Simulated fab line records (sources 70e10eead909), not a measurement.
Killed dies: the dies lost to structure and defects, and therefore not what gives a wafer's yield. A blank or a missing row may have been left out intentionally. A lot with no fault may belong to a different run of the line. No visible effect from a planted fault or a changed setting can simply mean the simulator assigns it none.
Chamber matching ; flow nand harc ; NHARC_P_BONDPAD_ETCH_37 on rie diel-05: 4 sister chambers
The step etches the open film in N2/H2, target depth 60 nm, overetch 18 nm, time 65.91 s. 4 wafers are shown with their chamber, then 7 later ones without.

WAFERS PAIRED WITH THEIR CHAMBERS
wafer;chamber;drypump motor current A (A)
L399.2;0;5.3
L399.4;2;5.7
L403.1;3;5.0
L403.4;1;6.4

WAFERS MISSING THEIR CHAMBER
wafer;drypump motor current A (A)
L403.6;6.4
L408.1;6.5
L408.2;5.6
L408.6;5.6
L409.1;5.3
L409.4;5.0
L409.5;5.3

WHICH CHAMBER EACH WENT THROUGH
wafer;from the rows above;in truth
L403.6;1;1
L408.1;1;1
L408.2;2;2
L408.6;2;2
L409.1;0;0
L409.4;3;3
L409.5;0;0
Correctly placed: 7 of 7. Number that these rows cannot place: 0. 0 placed wrongly.
How it was worked out, from the rows above alone: a wafer's distance from a chamber is the root of the sum, over the readings, of the square of ((its reading less the chamber's mean) divided by the reading's scatter). The wafer belongs to the nearest chamber; if the next one is less than 2 further off, it can't be placed. Each chamber's mean is taken over the wafers shown for it. The scatter: with one shown wafer a chamber, the root of the mean of the squares of how far each hidden wafer lies from its nearest shown one.
